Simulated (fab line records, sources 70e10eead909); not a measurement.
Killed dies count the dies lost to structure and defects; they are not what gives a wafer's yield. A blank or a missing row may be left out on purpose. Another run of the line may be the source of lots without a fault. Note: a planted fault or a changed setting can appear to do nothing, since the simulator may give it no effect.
fab line records    flow nandHarc    part 2 of 2: steps 33 to 42 of 42
[record] lots = 5  wafers = 15  lastDay = 33
route steps=1302 shown A_DECK1_JOINT@543 A_ONON_D2@545 A_CHANNEL_HOLE_D2@570
lots that met no fault: taken from a fault-free run of the same line
startH: start of the lot's first displayed wafer, in hours after the record's first day    waitH: hours elapsed since this lot's preceding step    " the same as in the row above    L1.1+2: a row that stands for several wafers    - value missing, or start not given    * or withheld: withheld    < > ~ a bound
route shown NAME@n: a module of which the file shows steps, and the number in the route of the first    usual: average and standard deviation across the fault-free wafers    same: alike in all rows    chamber/n: place in a boat    sites: each site's reading    _std_site: standard deviation of those values    _edge_site: mean of outer sites minus mean of inner sites    radiusMm: how far each site lies from the wafer's centre    mask NAME#n: copy n    behind: tool/chamber where the wafer was last shaped    hold: the reason the lot was held/the length of the hold in hours/how it ended    device: the n, p or np transistor that did not switch    end of line: the same wafers' tests at the end of the route    a step without rows: its recipe alone    killed: not the wafer's yield, but the dies lost to structure and defects at the first sort    map: a wafer's dies, marking killed ones x, the rest . and places with no die _
set.NAME: the run value of the setting; set.NAME@STEP: its run value at that earlier step    model.NAME: the simulator's own value behind a step, which no gauge read
lots seen at some steps along the route; tables by step, rows by wafer
services: a tool's chamber out of use, with start hour (startH, from the record's first day; less than 0 if before it), hours out, and reason
[[steps]]
[step NHARC_A_CHANNEL_HOLE_D2_COAT_04]
[recipe] spinRpm = 1500  resistThkNm = 90
lot.wafer   tool           chamber  startH  waitH
L078.1+5+6  lithoTrack-01  0        -       -
L086.1+3+5  lithoTrack-01  0        -       -
L091.1+4+5  lithoTrack-04  0        -       -
L093.2+3+6  lithoTrack-06  0        -       -
L096.3+4+5  lithoTrack-06  0        -       -
[step NHARC_A_CHANNEL_HOLE_D2_SOFTBAKE_05]
[recipe] tempC = 105  timeS = 55
[usual] plateTempC = 105.02/0.14
[same] timeS = 55
lot.wafer  tool           chamber  startH  waitH  plateTempC
L078.1     lithoTrack-01  0        -       -      105.14
L078.5     "              0        "       "      105.12
L078.6     "              0        "       "      105.25
L086.1     lithoTrack-01  0        -       -      105.16
L086.3     "              0        "       "      105.02
L086.5     "              0        "       "      105.08
L091.1     lithoTrack-04  0        -       -      105.18
L091.4     "              0        "       "      105.00
L091.5     "              0        "       "      104.86
L093.2     lithoTrack-06  0        -       -      104.96
L093.3     "              0        "       "      105.05
L093.6     "              0        "       "      104.86
L096.3     lithoTrack-06  0        -       -      104.69
L096.4     "              0        "       "      104.82
L096.5     "              0        "       "      105.06
[step NHARC_A_CHANNEL_HOLE_D2_EBR_06]
lot.wafer   tool           chamber  startH  waitH
L078.1+5+6  lithoTrack-01  0        -       -
L086.1+3+5  lithoTrack-01  0        -       -
L091.1+4+5  lithoTrack-04  0        -       -
L093.2+3+6  lithoTrack-06  0        -       -
L096.3+4+5  lithoTrack-06  0        -       -
[step NHARC_A_CHANNEL_HOLE_D2_EXPOSE_07]
[recipe] na = 1.35  targetCdNm = 100  sigmaOuter = 0.3  doseMj = 59.65  maskId = HOLE_D2
[usual] focusOffsetNm = 0.0/0.54
lot.wafer  tool            chamber  startH  waitH  mask       focusOffsetNm
L078.1     arfiScanner-01  0        327.01  -      HOLE_D2#0  -0.1
L078.5     "               0        "       "      HOLE_D2#0  1.1
L078.6     "               0        "       "      HOLE_D2#0  0.6
L086.1     arfiScanner-02  0        415.29  -      HOLE_D2#0  0.1
L086.3     "               0        "       "      HOLE_D2#0  -0.3
L086.5     "               0        "       "      HOLE_D2#0  -0.6
L091.1     arfiScanner-02  0        450.91  -      HOLE_D2#0  -0.8
L091.4     "               0        "       "      HOLE_D2#0  -0.4
L091.5     "               0        "       "      HOLE_D2#0  0.4
L093.2     arfiScanner-03  0        466.71  -      HOLE_D2#0  0.0
L093.3     "               0        "       "      HOLE_D2#0  0.1
L093.6     "               0        "       "      HOLE_D2#0  0.3
L096.3     arfiScanner-02  0        504.64  -      HOLE_D2#0  0.7
L096.4     "               0        "       "      HOLE_D2#0  -0.4
L096.5     "               0        "       "      HOLE_D2#0  -0.3
[step NHARC_A_CHANNEL_HOLE_D2_PEB_08]
[recipe] pebTempC = 100  pebTimeS = 65
[usual] plateTempC = 99.99/0.13
lot.wafer  tool           chamber  startH  waitH  plateTempC
L078.1     lithoTrack-01  0        327.07  0.1    100.11
L078.5     "              0        "       "      99.91
L078.6     "              0        "       "      100.13
L086.1     lithoTrack-06  0        415.35  0.1    100.10
L086.3     "              0        "       "      100.18
L086.5     "              0        "       "      99.94
L091.1     lithoTrack-01  0        450.97  0.1    100.02
L091.4     "              0        "       "      100.05
L091.5     "              0        "       "      99.98
L093.2     lithoTrack-01  0        466.76  0.1    100.08
L093.3     "              0        "       "      100.01
L093.6     "              0        "       "      100.06
L096.3     lithoTrack-01  0        504.69  0.0    100.06
L096.4     "              0        "       "      100.08
L096.5     "              0        "       "      100.06
[step NHARC_A_CHANNEL_HOLE_D2_DEVELOP_09]
[recipe] developTimeS = 35  devTempC = 23
lot.wafer   tool           chamber  startH  waitH
L078.1+5+6  lithoTrack-01  0        -       -
L086.1+3+5  lithoTrack-06  0        -       -
L091.1+4+5  lithoTrack-01  0        -       -
L093.2+3+6  lithoTrack-01  0        -       -
L096.3+4+5  lithoTrack-01  0        -       -
[step NHARC_A_CHANNEL_HOLE_D2_CD_MEAS_10]
[recipe] targetCdNm = 100  landingEnergyEv = 500
[usual] cdNm = 100.4/0.55
lot.wafer  tool      chamber  startH  waitH  cdNm
L078.1     cdSem-01  0        327.15  -      100.6
L078.5     "         0        "       "      100.9
L078.6     "         0        "       "      100.6
L086.1     cdSem-03  0        415.43  -      100.4
L086.3     "         0        "       "      100.1
L086.5     "         0        "       "      99.9
L091.1     cdSem-01  0        451.05  -      100.1
L091.4     "         0        "       "      99.6
L091.5     "         0        "       "      99.3
L093.2     cdSem-03  0        466.85  -      101.3
L093.3     "         0        "       "      101.3
L093.6     "         0        "       "      101.0
L096.3     cdSem-02  0        504.77  -      100.8
L096.4     "         0        "       "      100.8
L096.5     "         0        "       "      100.9
[step NHARC_A_CHANNEL_HOLE_D2_OVL_MEAS_11]
[usual] overlayXNm = 0.1/0.79  overlayYNm = -0.1/0.77
lot.wafer  tool        chamber  startH  waitH  overlayXNm  overlayYNm
L078.1     overlay-02  -        327.24  -      0.2         1.0
L078.5     "           -        "       "      0.4         0.8
L078.6     "           -        "       "      0.4         0.2
L086.1     overlay-01  -        415.52  -      0.3         -0.2
L086.3     "           -        "       "      0.4         -0.8
L086.5     "           -        "       "      0.1         -0.7
L091.1     overlay-02  -        451.14  -      -1.2        0.8
L091.4     "           -        "       "      -1.4        1.3
L091.5     "           -        "       "      -1.8        0.7
L093.2     overlay-01  -        466.93  -      -1.1        -0.6
L093.3     "           -        "       "      -1.5        -0.8
L093.6     "           -        "       "      -1.1        -0.9
L096.3     overlay-01  -        504.86  -      -0.6        0.2
L096.4     "           -        "       "      0.2         -0.1
L096.5     "           -        "       "      0.2         -0.3
[step NHARC_A_CHANNEL_HOLE_D2_INSPECT_12]
[usual] rawDefectCount = 27/22
lot.wafer  tool              chamber  startH  waitH  rawDefectCount
L078.1     defectInspect-01  -        327.27  0.0    7
L078.5     "                 -        "       "      7
L078.6     "                 -        "       "      6
L086.1     defectInspect-01  -        415.56  0.0    8
L086.3     "                 -        "       "      13
L086.5     "                 -        "       "      9
L091.1     defectInspect-01  -        451.18  0.0    14
L091.4     "                 -        "       "      13
L091.5     "                 -        "       "      17
L093.2     defectInspect-02  -        466.97  0.0    17
L093.3     "                 -        "       "      16
L093.6     "                 -        "       "      15
L096.3     defectInspect-02  -        504.89  0.0    2
L096.4     "                 -        "       "      2
L096.5     "                 -        "       "      1
[step NHARC_A_CHANNEL_HOLE_D2_DESCUM_15]
[recipe] timeS = 3  o2FlowSccm = 200  arFlowSccm = 0  biasPowerW = 0  chemistry = O2
[usual] drypumpMotorCurrentA = 5.8/0.45  oesProductAu = 1.002/0.0096  rfVppV = 57.9/0.97  showerheadPlenumPTorr = 1.95/0.1  throttleValvePct = 11.311/0.0098
[same] timeS = 3
lot.wafer  tool        chamber  startH  waitH  drypumpMotorCurrentA  oesProductAu  rfHoursCounterH  rfVppV  showerheadPlenumPTorr  throttleValvePct
L078.1     rieDiel-02  0        327.33  0.1    6.0                   0.994         5.5              57.0    1.77                   11.310
L078.5     "           0        "       "      6.0                   1.008         -                58.0    1.77                   11.309
L078.6     "           1        "       "      6.1                   0.992         -                61.0    2.05                   11.322
L086.1     rieDiel-04  1        415.63  0.1    5.7                   0.991         2.3              57.9    1.93                   11.301
L086.3     "           2        "       "      6.8                   0.982         1.8              57.2    1.79                   11.318
L086.5     "           0        "       "      5.4                   0.998         -                57.8    2.05                   11.298
L091.4     rieDiel-13  3        451.24  0.1    4.8                   1.011         6.9              57.9    2.01                   11.301
L091.1     "           1        "       "      5.4                   1.009         7.4              58.0    2.02                   11.297
L091.5     "           0        "       "      5.8                   1.022         -                57.9    1.83                   11.308
L093.2     rieDiel-02  1        467.04  0.1    6.1                   0.999         3.4              58.3    2.05                   11.305
L093.3     "           3        "       "      6.0                   1.004         2.1              57.5    2.02                   11.310
L093.6     "           0        "       "      6.0                   1.004         -                57.7    1.77                   11.305
L096.3     rieDiel-02  1        504.96  0.1    6.0                   1.001         6.2              58.1    2.04                   11.303
L096.4     "           3        "       "      5.9                   0.995         4.3              58.5    2.02                   11.312
L096.5     "           1        "       "      6.0                   1.004         -                57.4    2.04                   11.334
[[services]]
tool            chamber  startH  hours  kind
furnace-03      -        299.37  26.0   pm
pecvdOnon-04    -        311.18  13.0   pm
arfiScanner-02  -        312.00  4.0    pm
lithoTrack-01   -        330.00  7.0    pm
lithoTrack-06   -        354.00  7.0    pm
arfiScanner-02  -        355.28  2.7    repair
pecvd-04        -        362.97  1.0    repair
pecvd-03        -        366.00  13.0   pm
pecvdOnon-02    -        366.11  13.0   pm
aclDep-01       -        368.16  13.0   pm
lithoTrack-04   -        378.00  7.0    pm
arfiScanner-02  -        382.17  0.4    repair
pecvdOnon-01    -        383.33  6.7    repair
rieDiel-02      -        393.70  9.0    pm
pecvd-03        0        402.14  5.6    repair
rieDiel-02      3        404.11  4.8    repair
pecvd-02        -        408.73  13.0   pm
rieDiel-02      -        417.48  0.5    repair
rieDiel-02      -        434.55  1.6    repair
pecvd-03        1        446.11  4.1    repair
rieDiel-02      -        449.78  0.7    repair
pecvd-04        -        450.00  13.0   pm
pecvdOnon-01    -        450.20  13.0   pm
pecvdOnon-04    -        492.18  13.0   pm
